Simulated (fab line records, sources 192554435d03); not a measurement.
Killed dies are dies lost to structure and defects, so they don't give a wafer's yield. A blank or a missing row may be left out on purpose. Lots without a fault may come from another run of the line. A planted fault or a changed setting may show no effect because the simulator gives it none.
Chamber matching | flow n5_finfet | N5_MOL_CONTACT_COAG_ETCH_66 on rie_diel-05: 4 sister chambers
The step etches SiARC in CF4, target depth 13 nm, time 21.7 s. 8 wafers are shown with their chamber, then 7 later ones without.

WAFERS WITH THEIR CHAMBER
wafer  | chamber | throttle_valve_pct (%) | showerhead_plenum_p_Torr (Torr)
L078.1 | 0       | 15.30                  | 2.19
L078.3 | 3       | 15.14                  | 2.13
L078.5 | 1       | 15.66                  | 2.08
L081.1 | 3       | 15.13                  | 2.12
L081.3 | 0       | 15.32                  | 2.19
L081.6 | 2       | 15.81                  | 2.10
L085.1 | 2       | 15.84                  | 2.10
L085.3 | 1       | 15.68                  | 2.07

WAFERS WITHOUT THEIR CHAMBER
wafer  | throttle_valve_pct (%) | showerhead_plenum_p_Torr (Torr)
L085.6 | 15.33                  | 2.19
L092.1 | 15.34                  | 2.18
L092.2 | 15.71                  | 2.07
L092.5 | 15.86                  | 2.09
L095.1 | 15.36                  | 2.18
L095.4 | 15.21                  | 2.11
L095.6 | 15.36                  | 2.18

WHICH CHAMBER EACH WENT THROUGH
wafer  | from the rows above | in truth
L085.6 | 0                   | 0
L092.1 | 0                   | 0
L092.2 | 1                   | 1
L092.5 | 2                   | 2
L095.1 | 0                   | 0
L095.4 | 3                   | 3
L095.6 | 0                   | 0
Placed correctly: 7 of 7. Can't be placed from these rows: 0. Placed wrongly: 0.
How it was worked out, from the rows above alone: a wafer's distance from a chamber is the root of the sum, over the readings, of the square of ((its reading less the chamber's mean) divided by the reading's scatter). The wafer belongs to the nearest chamber; if the next one is less than 2 further off, it can't be placed. A chamber's mean is the mean of its shown wafers. The scatter: the root of (the sum of the squares of (reading less its chamber's mean) over the shown wafers, divided by (wafers less chambers)).
